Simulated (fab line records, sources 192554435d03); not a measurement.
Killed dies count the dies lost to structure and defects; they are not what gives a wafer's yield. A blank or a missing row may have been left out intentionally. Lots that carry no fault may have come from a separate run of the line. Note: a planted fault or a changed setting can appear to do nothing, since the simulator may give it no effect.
The same fault as seen by 3 desks :: flow n5 finfet :: each desk holds nothing but its own numbers, with what lay behind them at the end

== AT THE METROLOGY DESK ==
What the gauges read, lot by lot, whatever tool the lot ran on: means of the sampled wafers that have a number. Marked OUT: a lot whose mean sits more than 4 standard deviations from the usual mean, which makes it out of limits; the brackets give that distance. It has 10 readings; the 7 that lie furthest out on some lot are the ones shown.
Columns: A = DIBL_N at N5_BEOL_M4_RC_MEAS_101, usual 36.3 mV/V; B = DIBL_P at N5_BEOL_M4_RC_MEAS_101, usual 36.5 mV/V; C = IOFF_N at N5_BEOL_M4_RC_MEAS_101, usual 0.16 nA/um; D = IOFF_P at N5_BEOL_M4_RC_MEAS_101, usual 0.21 nA/um; E = ION_P at N5_BEOL_M4_RC_MEAS_101, usual 462 uA/um; F = SS_P at N5_BEOL_M4_RC_MEAS_101, usual 73.3 mV/dec; G = VT_P at N5_BEOL_M4_RC_MEAS_101, usual -250 mV
lot: L336
first seen here: day 7 15:28
A: 35.2
B: 36.2
C: 0.15
D: 0.19
E: 464
F: 73.6
G: -253

lot: L338
first seen here: day 8 07:23
A: 36.4
B: 36.9
C: 0.15
D: 0.22
E: 465
F: 73.4
G: -250

lot: L340
first seen here: day 8 14:43
A: 37.4
B: 37.2
C: 0.17
D: 0.24
E: 466
F: 73.8
G: -246

lot: L342
first seen here: day 9 10:17
A: 37.0
B: 37.6
C: 0.17
D: 0.23
E: 463
F: 72.9
G: -251

lot: L347
first seen here: day 10 09:15
A: 35.2
B: 35.0
C: 0.15
D: 0.18
E: 454
F: 72.6
G: -252

lot: L350
first seen here: day 11 13:41
A: 37.2
B: 37.4
C: 0.19
D: 0.29
E: 473
F: 73.0
G: -243

lot: L351
first seen here: day 11 16:40
A: 38.1
B: 37.4
C: 0.19
D: 0.25
E: 463
F: 73.6
G: -247

lot: L356
first seen here: day 13 00:05
A: 34.3
B: 33.9
C: 0.14
D: 0.18
E: 462
F: 73.2
G: -252

lot: L359
first seen here: day 13 10:06
A: 35.4
B: 36.6
C: 0.16
D: 0.20
E: 457
F: 73.7
G: -253

lot: L358
first seen here: day 13 10:11
A: 37.0
B: 36.1
C: 0.15
D: 0.18
E: 454
F: 74.0
G: -253
This desk's finding: nothing out of limits on any of the 10 lots.

== TOOL OWNER'S DESK, ald sin-03 ==
The tool's own readings at N5_MOL_CONTACT_COAG_ALD_123 (deposits SiNx, target thk 5 nm, pulse time 1 s, purge time 2 s): means of the sampled wafers that have a number, for each lot that ran on this tool. Marked OUT: a lot whose mean sits more than 4 standard deviations from the usual mean, which makes it out of limits; the brackets give that distance.
Columns: A = heater power w at N5_MOL_CONTACT_COAG_ALD_123, usual 868 W; B = precursor pulse height rel at N5_MOL_CONTACT_COAG_ALD_123, usual 1.000; C = susceptor temp C at N5_MOL_CONTACT_COAG_ALD_123, usual 399.99 C
lot: L338
first seen here: day 5 14:32
A: 872
B: 1.004
C: 399.95

lot: L340
first seen here: day 5 23:55
A: 841
B: 0.981
C: 400.00

lot: L342
first seen here: day 6 15:38
A: 866
B: 1.006
C: 400.16

lot: L347
first seen here: day 7 22:55
A: 867
B: 1.005
C: 400.01

lot: L350
first seen here: day 8 19:29
A: 811
B: 1.005
C: 393.33 (-28) OUT

lot: L351
first seen here: day 8 23:29
A: 834
B: 1.019
C: 393.20 (-28) OUT
This desk's finding: out of limits on L350, L351; first on L350, day 8 19:29 (susceptor temp C at N5_MOL_CONTACT_COAG_ALD_123). Within limits: L338, L340, L342, L347.

== THE DEFECT DESK ==
Inspection counts along the route, by lot: the mean over sampled wafers that carry a number. Marked OUT: a lot whose mean sits more than 4 standard deviations from the usual mean, which makes it out of limits; the brackets give that distance.
Columns: A = raw defect count at N5_MOL_CONTACT_COAG_INSPECT_57, usual 205
lot: L336
first seen here: day 4 23:43
A: 220

lot: L338
first seen here: day 5 15:29
A: 242

lot: L340
first seen here: day 6 00:53
A: 239

lot: L342
first seen here: day 6 16:34
A: 220

lot: L347
first seen here: day 7 23:59
A: 165

lot: L350
first seen here: day 8 20:32
A: 193

lot: L351
first seen here: day 9 00:25
A: 305

lot: L356
first seen here: day 10 04:08
A: 172

lot: L358
first seen here: day 10 14:02
A: 204

lot: L359
first seen here: day 10 22:44
A: 156
This desk's finding: nothing out of limits on any of the 10 lots.

== BROUGHT TOGETHER ==
The tool owner's desk could have raised an alarm at day 8 19:29, on L350, L351.
At the metrology desk, nothing out of limits was observed.
No out-of-limits result turned up at the defect desk.
The metrology desk has L350, L351 on record, within its limits.
The defect desk has L350, L351 on record, within its limits.
All the named lots went through N5_MOL_CONTACT_COAG_ALD_123 on ald sin-03.

== WHAT THE SIMULATOR HAD PUT IN ==
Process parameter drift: ald sin-03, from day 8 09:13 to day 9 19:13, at N5_MOL_CONTACT_COAG_ALD_123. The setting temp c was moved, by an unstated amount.
Shown lots that were struck: L350, L351.
Hours from the fault's start to each desk's first reading out of limits: the tool owner's desk, 10.
